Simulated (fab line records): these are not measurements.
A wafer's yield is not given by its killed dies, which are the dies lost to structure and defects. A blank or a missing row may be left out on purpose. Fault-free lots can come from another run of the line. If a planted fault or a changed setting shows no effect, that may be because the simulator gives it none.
Chamber matching + flow n5Finfet + 4 sister chambers for N5_MOL_CONTACT_COAG_ALD_131 on aldSin-04
The step deposits SiO2, target thk 5 nm, pulse time 1 s, co reactant pulse time 1 s. 18 wafers are shown with their chamber, then 9 later ones without.

## WAFERS, EACH WITH ITS CHAMBER
| wafer  | chamber | heaterPowerW (W) | precursorPulseHeightRel |
|--------|---------|------------------|-------------------------|
| L075.1 | 1       | 82               | 1.023                   |
| L075.4 | 2       | 80               | 0.999                   |
| L075.5 | 3       | 84               | 0.985                   |
| L082.1 | 1       | 83               | 0.986                   |
| L082.5 | 0       | 65               | 0.987                   |
| L082.6 | 1       | 80               | 0.983                   |
| L084.1 | 1       | 86               | 1.023                   |
| L084.2 | 0       | 66               | 0.988                   |
| L084.3 | 3       | 83               | 1.003                   |
| L084.4 | 2       | 81               | 1.001                   |
| L084.5 | 1       | 84               | 1.028                   |
| L084.6 | 0       | 65               | 0.981                   |
| L089.3 | 1       | 82               | 1.005                   |
| L089.4 | 3       | 84               | 0.978                   |
| L089.6 | 2       | 78               | 0.999                   |
| L088.1 | 0       | 66               | 1.000                   |
| L088.4 | 1       | 83               | 1.008                   |
| L088.6 | 0       | 66               | 0.987                   |

SIGNATURES, as means of the wafers listed above
| reading                 | chamber 0 | chamber 1 | chamber 2 | chamber 3 | scatter within a chamber |
|-------------------------|-----------|-----------|-----------|-----------|--------------------------|
| heaterPowerW            | 65.60     | 82.86     | 79.67     | 83.67     | 1.4                      |
| precursorPulseHeightRel | 0.98860   | 1.00800   | 0.99967   | 0.98867   | 0.0134                   |
Rule: a wafer lies at a distance from a chamber equal to the root of the sum of squares, over the readings, of (its reading less the chamber's mean, divided by the reading's scatter). If the next closest chamber is less than 2 further off than the closest, the wafer can't be placed; otherwise it belongs to the closest. The scatter: take each reading less its chamber's mean, square it, sum over the shown wafers, divide by the number of wafers less the number of chambers, and take the root.

## WAFERS WITH NO CHAMBER GIVEN
| wafer  | heaterPowerW (W) | precursorPulseHeightRel |
|--------|------------------|-------------------------|
| L090.1 | 65               | 1.027                   |
| L090.5 | 87               | 0.998                   |
| L090.6 | 80               | 1.021                   |
| L095.1 | 81               | 1.015                   |
| L095.3 | 85               | 0.998                   |
| L095.6 | 65               | 1.032                   |
| L097.1 | 81               | 0.981                   |
| L097.2 | 84               | 1.009                   |
| L097.5 | 84               | 1.015                   |

## THE CHAMBER EACH PASSED THROUGH
| wafer  | from the rows above          | in truth |
|--------|------------------------------|----------|
| L090.1 | 0                            | 0        |
| L090.5 | can't be placed: 3 or 1      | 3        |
| L090.6 | can't be placed: 2 or 1 or 3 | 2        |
| L095.1 | can't be placed: 1 or 2 or 3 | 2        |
| L095.3 | can't be placed: 3 or 1      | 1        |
| L095.6 | 0                            | 0        |
| L097.1 | can't be placed: 2 or 3 or 1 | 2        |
| L097.2 | can't be placed: 1 or 3      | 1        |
| L097.5 | can't be placed: 1 or 3      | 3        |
Placed correctly: 2 of 9. Can't be placed from these rows: 7 (the true chamber is among the candidates in 7). Placed wrongly: 0.
